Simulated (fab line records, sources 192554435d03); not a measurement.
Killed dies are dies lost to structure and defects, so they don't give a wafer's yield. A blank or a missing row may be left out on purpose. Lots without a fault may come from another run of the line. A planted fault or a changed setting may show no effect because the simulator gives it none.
Split-lot experiment | flow n5_finfet | 7 lots, 39 wafers read, on a route of 1938 steps

THE SPLIT
At N5_GATE_CUT_ALD_22 (deposits SiNx, target thk 16 nm, pulse time 1 s, ald cycles 320), the setting ald_cycles was moved away from the recipe's 320 on 15 of the 39 wafers read, by -13.4% to +11.6%. The other wafers ran this setting at the recipe's value.

The reading is taken at the split's own step.

THE READING
SiNx_of_GATE_CUT_ALD_22.thk_nm (the simulator's own value, which no gauge read), in nm, at N5_GATE_CUT_ALD_22 (deposits SiNx, target thk 16 nm, pulse time 1 s, ald cycles 320). The file gives no usual value for it. The 24 wafers here that ran the recipe average 16.0 nm, standard deviation 0.04 nm.

wafer  | tool, chamber at the split | ald_cycles as run | against the recipe | SiNx_of_GATE_CUT_ALD_22.thk_nm, nm | against lot-mates on the recipe
L074.1 | ald_sin-04, 3,1,1          | 349               | +9.1%              | 17.4                               | +1.5
L074.2 | ald_sin-04, 3,1,1          | 349               | +9.1%              | 17.4                               | +1.5
L074.5 | ald_sin-04, 3,1,1          | 349               | +9.1%              | 17.4                               | +1.5
L074.3 | ald_sin-04, 0              | 320               | recipe             | 15.8                               | -
L074.4 | ald_sin-04, 2,0            | 320               | recipe             | 16                                 | -
L074.6 | ald_sin-04, 2,0            | 320               | recipe             | 16                                 | -
L079.1 | ald_sin-01, 1,0,0          | 320               | recipe             | 16                                 | -
L079.2 | ald_sin-01, 1,0,0          | 320               | recipe             | 16                                 | -
L079.5 | ald_sin-01, 1,0,0          | 320               | recipe             | 16                                 | -
L079.3 | ald_sin-01, 2,3,3          | 301               | -5.9%              | 15                                 | -1.0
L079.4 | ald_sin-01, 2,3,3          | 301               | -5.9%              | 15                                 | -1.0
L079.6 | ald_sin-01, 2,3,3          | 301               | -5.9%              | 15                                 | -1.0
L083.1 | ald_sin-01, 2,3            | 277               | -13.4%             | 13.8                               | -2.2
L083.3 | ald_sin-01, 2,3            | 277               | -13.4%             | 13.8                               | -2.2
L083.2 | ald_sin-01, 0              | 277               | -13.4%             | 14                                 | -2.0
L083.4 | ald_sin-01, 1,3,2          | 320               | recipe             | 16                                 | -
L083.5 | ald_sin-01, 1,3,2          | 320               | recipe             | 16                                 | -
L083.6 | ald_sin-01, 1,3,2          | 320               | recipe             | 16                                 | -
L084.1 | ald_sin-01, 2,1,0,3,1,0    | 320               | recipe             | 16                                 | -
L084.2 | ald_sin-01, 2,1,0,3,1,0    | 320               | recipe             | 16                                 | -
L084.3 | ald_sin-01, 2,1,0,3,1,0    | 320               | recipe             | 16                                 | -
L084.4 | ald_sin-01, 2,1,0,3,1,0    | 320               | recipe             | 16                                 | -
L084.5 | ald_sin-01, 2,1,0,3,1,0    | 320               | recipe             | 16                                 | -
L084.6 | ald_sin-01, 2,1,0,3,1,0    | 320               | recipe             | 16                                 | -
L085.2 | ald_sin-03, 0,3,3          | 320               | recipe             | 16                                 | -
L085.3 | ald_sin-03, 0,3,3          | 320               | recipe             | 16                                 | -
L085.5 | ald_sin-03, 0,3,3          | 320               | recipe             | 16                                 | -
L095.1 | ald_sin-03, 3,0,2          | 357               | +11.6%             | 17.8                               | +1.8
L095.4 | ald_sin-03, 3,0,2          | 357               | +11.6%             | 17.8                               | +1.8
L095.6 | ald_sin-03, 3,0,2          | 357               | +11.6%             | 17.8                               | +1.8
L095.2 | ald_sin-03, 2,1,3          | 320               | recipe             | 16                                 | -
L095.3 | ald_sin-03, 2,1,3          | 320               | recipe             | 16                                 | -
L095.5 | ald_sin-03, 2,1,3          | 320               | recipe             | 16                                 | -
L097.1 | ald_sin-04, 1,2,0          | 340               | +6.2%              | 17                                 | +1.0
L097.2 | ald_sin-04, 1,2,0          | 340               | +6.2%              | 17                                 | +1.0
L097.3 | ald_sin-04, 1,2,0          | 340               | +6.2%              | 17                                 | +1.0
L097.4 | ald_sin-04, 3,3,2          | 320               | recipe             | 16                                 | -
L097.5 | ald_sin-04, 3,3,2          | 320               | recipe             | 16                                 | -
L097.6 | ald_sin-04, 3,3,2          | 320               | recipe             | 16                                 | -
Where a row lists several chambers, the file gives one row for several wafers and doesn't say which wafer went through which chamber.

THE FIT
A straight line over all 39 wafers: SiNx_of_GATE_CUT_ALD_22.thk_nm changes by +0.158 nm for each +1% of ald_cycles; r = +1.00; the points scatter about the line by 0.045 nm.
The same after taking each lot's own level away (the mean of its wafers on the recipe; 39 wafers): +0.159 nm for each +1%; r = +1.00; scatter 0.043 nm.
On that fit, the largest move of ald_cycles shifts the reading by 2.1 nm.
The lots' own levels span 15.93 to 16.00 nm, that is 1.7 times the standard deviation above.
So the lot-to-lot level changes the slope little: the two slopes agree.
Check: with one of the wafers moved furthest among these (-13.4%) left out of the fit, the line predicts -2.13 nm for it against its lot-mates. It came out at -2.2 nm against them.

OTHER SPLITS ON THESE WAFERS
These wafers also went through other splits before the reading. Each is held against what the fit with the lots' levels taken away leaves over:
other split on the same wafers       | wafers away from the commonest value | r with SiNx_of_GATE_CUT_ALD_22.thk_nm (lot level and that fit taken away)
N5_DUMMY_GATE_ETCH_44 target_depth_a | 15                                   | +0.06
N5_DUMMY_GATE_ETCH_42 bias_w         | 18                                   | -0.26
N5_HKMG_FIN_ETCH_35 time_s           | 18                                   | -0.14
N5_GATE_CUT_ETCH_58 target_depth_a   | 12                                   | -0.18

THE FILE'S OWN FIT
SiNx_of_GATE_CUT_ALD_22.thk_nm changes by +0.159 nm for each +1% of ald_cycles, r = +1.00.
